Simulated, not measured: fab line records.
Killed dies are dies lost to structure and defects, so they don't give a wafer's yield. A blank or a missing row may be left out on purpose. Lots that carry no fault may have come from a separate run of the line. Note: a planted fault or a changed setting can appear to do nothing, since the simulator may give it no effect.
Code-filled problem report in 8D (eight disciplines) form	flow nand_harc	the parts of the form that need people (team, actions taken, sign-off) are left out

== 1. WHAT WENT WRONG ==
sort_bin_3_pct at NHARC_END_SORT_01 reads a mean of 4.11 % on 6 wafers of 2 lots; wafers without a fault read 0.29 % with a standard deviation of 0.24. Measured from the usual mean, that is +16 standard deviations.
The first sign was on wafer L786.1 at day 22 19:13, on prober-01. Wafers with a number at this step in the record: 15, from 5 lots. Rule for "out" (also "out of limits"): further than 4 standard deviations from the usual mean. The rest of the wafers with a number are treated as sound.

== 2. WHAT THIS IS AND IS NOT ==
question	is	is not
which readings at this step	sort_bin_3_pct	killed_at_other, killed_at_periphery, killed_open, killed_short
which lots	L786, L787	L775, L780, L781
which wafers of those lots	all that have a number	-
read on which gauges	prober-01, prober-02	-
when	from day 22 19:13	up to then (9 sound wafers)

== 3. SUSPECTS, AND WHAT RULES EACH OUT ==
Counting: a tool at a process step up to the reading stays a suspect if it ran every lot that is out and no sound lot after the first of them.
- the gauge at NHARC_END_SORT_01 has been ruled out. Those wafers that are out were read across 2 gauges (prober-01, prober-02).
- pecvd-02 at NHARC_A_BONDPAD_DEP_00 (deposits SiCN, target thk 250 nm): kept. All lots that are out passed through it, beginning with L786 at day 21 02:06, and no sound lot followed; its final sound lot before that point was L781 at day 20 18:23.
- rie_diel-03 at NHARC_A_BONDPAD_DESCUM_11 (chemistry O2, time 3 s): kept. All lots that are out passed through it, beginning with L786 at day 21 03:34, and no sound lot followed; its final sound lot before that point was L780 at day 20 23:20.
- rie_diel-03 at NHARC_A_BONDPAD_ETCH_34 (etches the open film in N2/H2, target depth 60 nm, overetch 18 nm, time 65.91 s): kept. All lots that are out passed through it, beginning with L786 at day 21 03:39, and no sound lot followed; its final sound lot before that point was L780 at day 20 23:30.
Still standing after the count: pecvd-02 at NHARC_A_BONDPAD_DEP_00, rie_diel-03 at NHARC_A_BONDPAD_DESCUM_11, rie_diel-03 at NHARC_A_BONDPAD_ETCH_34.

== 4. THE CAUSE (what the simulator had put in) ==
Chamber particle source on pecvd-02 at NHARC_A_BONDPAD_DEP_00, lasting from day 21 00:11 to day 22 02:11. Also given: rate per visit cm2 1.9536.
This tool is one of the 3 suspects left after counting.

== 5. THE CHAIN OF EFFECTS, in route order ==
Rows list readings where the struck wafers' mean (over those with a number) sits beyond 3 standard deviations from the usual. Readings are gone through only where the record gives a usual standard deviation; hours: the median, over the lots, of the time from a lot's start at the first step in this table giving one to that lot's start at this step; sigmas: the change measured in usual standard deviations.
hours	step	reading	usual	on struck wafers	change	sigmas
0	NHARC_END_SORT_01	defect_limited_yield	95.4 %	87.7	-7.7	-5.2
0	NHARC_END_SORT_01	killed_at_array	28	81	+53	+5.3
0	NHARC_END_SORT_01	killed_dies	31	84	+52	+5.2
0	NHARC_END_SORT_01	sort_bin_2_pct	1.5 %	4.5	+3.0	+4.9
0	NHARC_END_SORT_01	sort_bin_3_pct	0.29 %	4.11	+3.82	+16
0	NHARC_END_SORT_01	sort_n_pass	646	594	-52	-5.2
0	NHARC_END_SORT_01	sort_rim_yield_pct	94.7 %	85.7	-9.0	-3.0
0	NHARC_END_SORT_01	sort_yield_pct	95.4 %	87.7	-7.7	-5.2

== 6. WHAT WOULD HAVE CAUGHT IT SOONER ==
The first out-of-limits reading at a measuring or inspecting step in this record came at day 22 19:13, 43 hours after the fault's start at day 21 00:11.
Tool readings at NHARC_A_BONDPAD_DEP_00 with a usual standard deviation given in the record: none out on any struck wafer, hence no alarm at a limit of 4 standard deviations on them.
The start of NHARC_A_BONDPAD_DEP_00 on pecvd-02 came by day 22 19:13 for every one of the lots that are out (2). None of them would have been spared by holding the tool at that moment.
